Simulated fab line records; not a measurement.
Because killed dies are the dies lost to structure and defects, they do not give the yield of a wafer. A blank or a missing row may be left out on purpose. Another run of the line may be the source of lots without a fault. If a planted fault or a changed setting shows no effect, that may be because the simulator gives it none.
Which of the tools did it? ; flow n5Finfet ; 24 wafers from 8 lots sampled at 5 of the route's 1938 steps

## WHAT EACH GAUGE READ, for each wafer
N5_BEOL_M4_RC_MEAS_101.
lot;measured;on;DIBL_N (mV/V);DIBL_P (mV/V);IOFF_N (nA/um);IOFF_N_85C (nA/um);IOFF_N_LIN (nA/um);IOFF_N_LONG (nA/um);IOFF_P (nA/um);ION_N (uA/um);ION_P (uA/um);SS_N (mV/dec);SS_P (mV/dec);VT_N (mV);VT_N_LONG (mV);VT_N_LVT (mV);VT_P (mV);VT_P_LVT (mV)
L610;day 8 03:34;prober-01;37.4 34.4 35.2;38.9 35.6 35.5;0.206 0.145 0.154;3.8 2.9 3.0;0.094 0.071 0.072;5.56e-05 5.51e-05 5.56e-05;0.25 0.19 0.19;692 676 664;463 462 451;72.8 71.5 71.9;74.3 73.1 72.6;244.1 248.1 248.0;272.8 273.7 274.0;92.8 98.1 98.2;-251 -254 -255;-98.5 -100.3 -101.5
L617;day 9 18:08;prober-01;35.6 36.1 34.8;34.9 36.6 35.5;0.137 0.155 0.139;2.7 3.1 2.7;0.061 0.072 0.066;5.65e-05 5.64e-05 5.61e-05;0.18 0.22 0.20;654 670 670;451 462 466;71.5 70.7 70.8;72.7 72.8 73.3;255.4 249.0 249.9;272.6 272.7 271.7;100.9 96.4 97.9;-251 -249 -250;-100.0 -96.5 -98.2
L622;day 11 04:47;prober-02;36.8 35.7 36.5;38.0 36.2 37.4;0.164 0.139 0.158;3.2 2.8 3.1;0.074 0.065 0.073;5.11e-05 5.21e-05 5.18e-05;0.26 0.22 0.25;664 675 678;462 471 469;71.3 71.6 70.7;73.9 72.9 74.2;248.3 252.3 249.6;276.6 277.2 275.4;99.3 100.8 99.0;-246 -250 -245;-96.4 -97.0 -95.1
L625;day 11 15:35;prober-02;36.1 35.4 37.2;36.2 35.9 38.5;0.161 0.083 0.108;3.1 1.8 2.2;0.075 0.039 0.048;5.79e-05 3.98e-05 4e-05;0.22 0.27 0.32;682 643 655;473 474 479;72.0 71.7 71.3;72.8 73.7 72.9;248.9 267.4 260.8;276.0 292.1 294.1;96.7 114.3 110.7;-245 -241 -240;-98.0 -91.1 -89.6
L627;day 12 17:29;prober-01;35.4 38.7 39.3;35.2 38.5 38.7;0.072 0.195 0.110;1.6 3.7 2.3;0.035 0.085 0.048;4.16e-05 6.01e-05 4.17e-05;0.22 0.23 0.28;637 679 648;471 463 474;70.7 71.5 71.9;72.7 74.0 74.1;266.3 246.7 265.3;289.5 271.1 287.8;113.3 92.0 109.0;-246 -249 -241;-90.5 -94.5 -88.5
L611;day 13 19:43;prober-02;35.2 34.6 35.8;36.1 35.4 36.3;0.172 0.143 0.170;3.4 2.9 3.4;0.081 0.068 0.079;5.75e-05 5.71e-05 5.74e-05;0.23 0.23 0.24;691 664 680;479 471 468;71.9 71.3 71.6;73.7 73.3 74.1;247.3 251.2 250.4;271.3 273.2 274.4;94.5 98.1 96.2;-247 -246 -246;-94.8 -95.1 -95.0
L629;day 13 17:08;prober-01;34.9 35.7 36.4;34.5 36.9 37.7;0.122 0.148 0.163;2.5 2.9 3.2;0.060 0.071 0.077;5.71e-05 5.65e-05 5.7e-05;0.17 0.21 0.21;666 683 683;455 467 465;71.1 70.8 71.6;73.3 73.6 73.8;253.6 250.6 250.1;273.5 275.7 274.1;103.6 98.9 98.3;-252 -250 -251;-102.1 -99.4 -99.3
L631;day 15 05:43;prober-01;35.2 34.7 36.7;34.8 33.7 36.9;0.156 0.139 0.201;3.0 2.7 3.7;0.071 0.066 0.090;5.82e-05 6.07e-05 6.03e-05;0.22 0.20 0.26;662 670 694;460 468 482;71.1 70.9 71.0;73.1 72.1 73.1;247.2 251.6 243.3;271.6 270.0 270.8;97.4 98.4 91.3;-244 -245 -242;-96.3 -96.0 -92.5

## EACH LOT AND THE TOOL THAT RAN IT (in order: tool; ch and the chambers of the sampled wafers; start)
lot;N5_HKMG_FIN_ETCH_35;N5_HKMG_FIN_STRIP_92;N5_HKMG_FIN_ALD_91;N5_HKMG_FIN_ETCHBACK_68
L610;rieDiel-01 ch 0,2, day 4 11:28;rieDiel-01 ch 0,2, day 4 11:37;aldMetal-01 ch 0,1, day 4 12:08;rieMetal-01 ch 1, day 4 13:46
L617;rieDiel-03 ch 2,3, day 6 06:31;rieDiel-03 ch 2,3, day 6 06:40;aldMetal-01 ch 1,3, day 6 07:12;rieMetal-02 ch 0,1, day 6 08:55
L622;rieDiel-03 ch 0,1,2, day 7 08:02;rieDiel-03 ch 0,1,2, day 7 08:11;aldMetal-01 ch 1,2,3, day 7 08:43;rieMetal-01 ch 0,1, day 7 10:23
L625;rieDiel-01 ch 0,3, day 8 04:12;rieDiel-01 ch 0,3, day 8 04:21;aldMetal-01 ch 0,3, day 8 04:53;rieMetal-01 ch 0,1, day 8 06:31
L627;rieDiel-01 ch 0,1,2, day 8 14:37;rieDiel-01 ch 0,1,2, day 8 14:46;aldMetal-01 ch 0,1,2, day 8 15:20;rieMetal-01 ch 0,1, day 8 17:10
L611;rieDiel-01 ch 0,1,3, day 9 02:17;rieDiel-01 ch 0,1,3, day 9 02:26;aldMetal-04 ch 2,3, day 9 02:58;rieMetal-02 ch 0,1, day 9 04:43
L629;rieDiel-03 ch 1,2,3, day 9 10:11;rieDiel-03 ch 1,2,3, day 9 10:17;aldMetal-04 ch 0,3, day 9 10:47;rieMetal-02 ch 0,1, day 9 12:28
L631;rieDiel-01 ch 0,2,3, day 9 23:12;rieDiel-01 ch 0,2,3, day 9 23:21;aldMetal-04 ch 0,1,2, day 9 23:55;rieMetal-02 ch 0,1, day 10 01:47
- N5_HKMG_FIN_ETCH_35: etches SOC in N2/H2, target depth 215.8 nm, time 243.4 s.
- N5_HKMG_FIN_STRIP_92: strips SOC in N2/H2, time 20 s.
- N5_HKMG_FIN_ALD_91: deposits TiN, target thk 1 nm, pulse time 1 s, purge time 3 s.
- N5_HKMG_FIN_ETCHBACK_68: etches the open film in Cl2/Ar, stops on HfO2, target depth 0.5 nm.

## AS READ BY THE TOOLS THEMSELVES (means over the sampled wafers that have a number; for cases with no such wafer, the mark the record gives instead)
N5_HKMG_FIN_ETCH_35.
lot;tool;drypumpMotorCurrentA (A);oesProductAu (a.u.);rfVppV (V);showerheadPlenumPTorr (Torr);throttleValvePct (%)
L610;rieDiel-01;5.7;0.83;142.7;2.69;17.79
L617;rieDiel-03;5.5;0.74;141.3;2.54;17.88
L622;rieDiel-03;5.8;0.72;142.4;2.55;17.80
L625;rieDiel-01;5.6;0.86;141.6;2.56;17.58
L627;rieDiel-01;5.6;0.76;142.4;2.66;18.00
L611;rieDiel-01;5.6;0.82;142.4;2.62;17.74
L629;rieDiel-03;5.7;0.72;141.5;2.53;17.80
L631;rieDiel-01;5.6;0.79;142.0;2.60;17.87

N5_HKMG_FIN_STRIP_92.
lot;tool;biasPowerW (W);drypumpMotorCurrentA (A);oesProductAu (a.u.);rfVppV (V);showerheadPlenumPTorr (Torr);throttleValvePct (%)
L610;rieDiel-01;8.030;5.7;0.84;55.0;3.55;19.1
L617;rieDiel-03;7.978;5.6;0.74;53.6;3.36;19.0
L622;rieDiel-03;8.007;5.8;0.72;54.0;3.36;18.7
L625;rieDiel-01;8.016;5.6;0.87;53.7;3.39;18.9
L627;rieDiel-01;8.004;5.7;0.77;54.1;3.51;19.3
L611;rieDiel-01;8.005;5.6;0.83;53.8;3.45;19.0
L629;rieDiel-03;7.982;5.8;0.73;54.4;3.34;18.9
L631;rieDiel-01;8.010;5.6;0.79;55.4;3.44;19.2

N5_HKMG_FIN_ALD_91.
lot;tool;heaterPowerW (W);precursorPulseHeightRel
L610;aldMetal-01;885;1.006
L617;aldMetal-01;839;1.004
L622;aldMetal-01;860;0.988
L625;aldMetal-01;937;0.996
L627;aldMetal-01;877;1.008
L611;aldMetal-04;825;0.996
L629;aldMetal-04;911;1.005
L631;aldMetal-04;961;0.997

N5_HKMG_FIN_ETCHBACK_68.
lot;tool;drypumpMotorCurrentA (A);oesProductAu (a.u.);throttleValvePct (%)
L610;rieMetal-01;5.1;0.93;21.15
L617;rieMetal-02;5.6;0.57;21.21
L622;rieMetal-01;5.4;0.90;21.16
L625;rieMetal-01;5.8;0.90;21.14
L627;rieMetal-01;5.7;0.87;21.18
L611;rieMetal-02;5.5;0.73;20.95
L629;rieMetal-02;5.6;0.82;20.95
L631;rieMetal-02;5.5;0.71;20.97

## THE ANSWER, worked out from the rows above alone
Rule: the usual values come from the lots themselves. Put in order of their means at a reading, lots are off if they are a third of the lots or fewer, leave a main group of 4 or more, and stand apart from it by a gap of 3 or more times the standard deviation of the main group's means; of several such gaps the widest counts. A main group whose means are all the same, to the digits that the tables above print for the reading, isn't used. A lot without any number at a reading at which 4 lots or more have one is off too. Where the step has rows for the other lots, those lots are counted as sound. First the gauges in route order, then the tools' own readings, where a lot's mean is used as printed above. The first step at which some lot is off is used, and at that step the reading that is off furthest; a lot without a number counts as furthest.
Off: at N5_BEOL_M4_RC_MEAS_101 (VT_N), L625, L627. The main group: mean 249.4 mV, standard deviation 1.8.
If a tool, at a process step before that reading, ran all the lots that are off and no sound lot after the first of them, it fits. Gauges at N5_BEOL_M4_RC_MEAS_101: tried the same way as those tools. 2 tools fit, aldMetal-01 at N5_HKMG_FIN_ALD_91 and rieMetal-01 at N5_HKMG_FIN_ETCHBACK_68, so this cannot tell which one it is.

## WHAT THE SIMULATOR HAD PUT IN
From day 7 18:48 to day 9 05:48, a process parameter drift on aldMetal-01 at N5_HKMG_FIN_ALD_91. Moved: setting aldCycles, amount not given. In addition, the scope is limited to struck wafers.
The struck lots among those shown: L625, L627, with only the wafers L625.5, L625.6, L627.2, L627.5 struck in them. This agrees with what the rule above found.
